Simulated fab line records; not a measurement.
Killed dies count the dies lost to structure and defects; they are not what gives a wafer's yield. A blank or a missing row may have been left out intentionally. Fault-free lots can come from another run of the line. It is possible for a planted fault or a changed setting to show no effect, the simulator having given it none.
Which tool is to blame?	flow nand_harc	route of 1302 steps, sampled at 1 step: 11 lots, 32 wafers

== WHAT THE GAUGES SHOWED, per wafer ==
NHARC_A_M1_OVL_MEAS_10: pitch 240 nm.
lot	measured	on	overlay_x_nm (nm)
L475	day 23 02:11	overlay-01	0.6 1.1 1.1
L477	day 23 11:40	overlay-01	1.9 1.9 1.9
L479	day 24 21:16	overlay-01	0.5 0.3 0.3
L485	day 27 05:52	overlay-02	-0.4 -0.4
L484	day 27 17:38	overlay-02	-0.5 -0.3 -0.2
L490	day 29 00:40	overlay-02	-1.1 -0.7 -0.3
L488	day 29 03:10	overlay-01	0.5 0.4 1.2
L493	day 31 02:16	overlay-02	-1.7 -1.4 -0.9
L495	day 32 00:31	overlay-01	0.7 0.2 0.9
L496	day 32 02:45	overlay-02	0.9 0.7 1.4
L494	day 32 06:12	overlay-02	0.6 0.5 0.3

== WHICH TOOL RAN EACH LOT (tool, then ch and the chambers of the sampled wafers, then the start) ==
There is no process step in the record ahead of these readings.

== THE ANSWER, worked out from the rows above alone ==
Rule: usual is defined by the lots themselves. The widest of any qualifying gaps counts: lots, ordered by their means at a reading, are off when they make up no more than a third of the lots, leave a main group of 4 or more, and stand apart from it by 3 or more times the standard deviation of that group's means. A main group is skipped when, at the precision printed for the reading in the tables above, its means are all equal. Also off: a lot with no number at a reading for which 4 or more lots have one. Any other lot the step has rows for is counted as sound.
No lot is off at any reading shown: from this, nothing can be told.

== WHAT THE SIMULATOR HAD PUT IN ==
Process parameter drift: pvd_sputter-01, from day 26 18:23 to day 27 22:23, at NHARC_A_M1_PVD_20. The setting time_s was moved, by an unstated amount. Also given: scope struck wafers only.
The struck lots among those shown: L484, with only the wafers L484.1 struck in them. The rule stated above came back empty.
